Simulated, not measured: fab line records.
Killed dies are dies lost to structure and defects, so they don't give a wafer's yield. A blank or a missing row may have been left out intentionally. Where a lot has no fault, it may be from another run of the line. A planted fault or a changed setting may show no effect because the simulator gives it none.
Matching of chambers ; flow n5_finfet ; pecvd-02 running N5_BEOL_M3_DEP_57: 3 sister chambers
The step deposits SiCN from 3MS/NH3, target thk 8 nm, time 14 s. 20 wafers are shown with their chamber, then 10 later ones without.

## WAFERS WITH THEIR CHAMBER
wafer;chamber;throttle_valve_pct (%);showerhead_plenum_p_Torr (Torr)
L074.2;0;9.8;3.682
L074.4;1;9.2;3.655
L074.6;0;9.8;3.690
L083.1;0;9.5;3.695
L083.3;2;8.3;3.649
L083.5;1;8.8;3.660
L084.3;1;9.4;3.661
L084.5;0;9.5;3.685
L084.6;1;9.1;3.657
L085.3;1;9.0;3.654
L085.4;1;9.0;3.656
L085.6;0;9.6;3.701
L086.2;0;9.8;3.690
L086.3;1;9.2;3.655
L086.5;0;9.6;3.685
L089.2;1;9.0;3.658
L089.3;2;8.5;3.649
L089.5;2;8.6;3.660
L087.1;1;9.0;3.659
L087.2;2;8.4;3.657

SIGNATURES, as means of the wafers listed above
reading;chamber 0;chamber 1;chamber 2;scatter within a chamber
throttle_valve_pct;9.657;9.078;8.450;0.154
showerhead_plenum_p_Torr;3.68971;3.65722;3.65375;0.00486
Rule: a wafer lies at a distance from a chamber equal to the root of the sum of squares, over the readings, of (its reading less the chamber's mean, divided by the reading's scatter). If the next closest chamber is less than 2 further off than the closest, the wafer can't be placed; otherwise it belongs to the closest. The scatter: the root of (the sum of the squares of (reading less its chamber's mean) over the shown wafers, divided by (wafers less chambers)).

## WAFERS MISSING THEIR CHAMBER
wafer;throttle_valve_pct (%);showerhead_plenum_p_Torr (Torr)
L087.5;9.3;3.655
L090.4;9.2;3.667
L090.5;8.3;3.654
L090.6;9.6;3.680
L094.1;9.5;3.663
L094.2;8.2;3.654
L094.6;9.3;3.654
L097.1;9.9;3.687
L097.2;9.2;3.660
L097.4;9.8;3.681

## WHICH CHAMBER EACH WENT THROUGH
wafer;from the rows above;in truth
L087.5;1;1
L090.4;1;1
L090.5;2;2
L090.6;0;0
L094.1;1;1
L094.2;2;2
L094.6;1;1
L097.1;0;0
L097.2;1;1
L097.4;0;0
10 of 10 placed correctly. Can't be placed from these rows: 0. Wrongly placed: 0.
